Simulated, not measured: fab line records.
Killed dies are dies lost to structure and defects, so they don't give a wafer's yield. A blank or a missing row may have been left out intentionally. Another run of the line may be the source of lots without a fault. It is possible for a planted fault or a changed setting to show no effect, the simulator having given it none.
Matching of chambers    flow n5_finfet    N5_BEOL_M2_STRIP_19 on rie_diel-06: 4 sister chambers
The step strips in O2. 4 wafers are shown with their chamber, then 8 later ones without.

WAFERS, EACH WITH ITS CHAMBER
wafer   chamber  showerhead_plenum_p_Torr (Torr)
L081.1  2        2.18
L081.2  1        2.04
L084.6  3        2.09
L085.2  0        2.05

WAFERS WITHOUT THEIR CHAMBER
wafer   showerhead_plenum_p_Torr (Torr)
L085.5  2.04
L085.6  2.17
L088.2  2.17
L088.3  2.04
L088.5  2.09
L092.4  2.17
L092.5  2.05
L092.6  2.09

EACH ONE'S CHAMBER
wafer   from the rows above      in truth
L085.5  can't be placed: 1 or 0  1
L085.6  2                        2
L088.2  2                        2
L088.3  can't be placed: 1 or 0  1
L088.5  3                        3
L092.4  2                        2
L092.5  can't be placed: 0 or 1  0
L092.6  3                        3
Correct placement for 5 of the 8. Unplaceable from these rows: 3, with the true chamber sitting among the candidates in 3. Number placed wrongly: 0.
How it was worked out, from the rows above alone: a wafer's distance from a chamber is the root of the sum, over the readings, of the square of ((its reading less the chamber's mean) divided by the reading's scatter). The wafer belongs to the nearest chamber; if the next one is less than 2 further off, it can't be placed. A chamber's mean is the mean of its shown wafers. The scatter: root of mean squared gap, hidden wafer to nearest shown wafer, with one shown wafer a chamber.
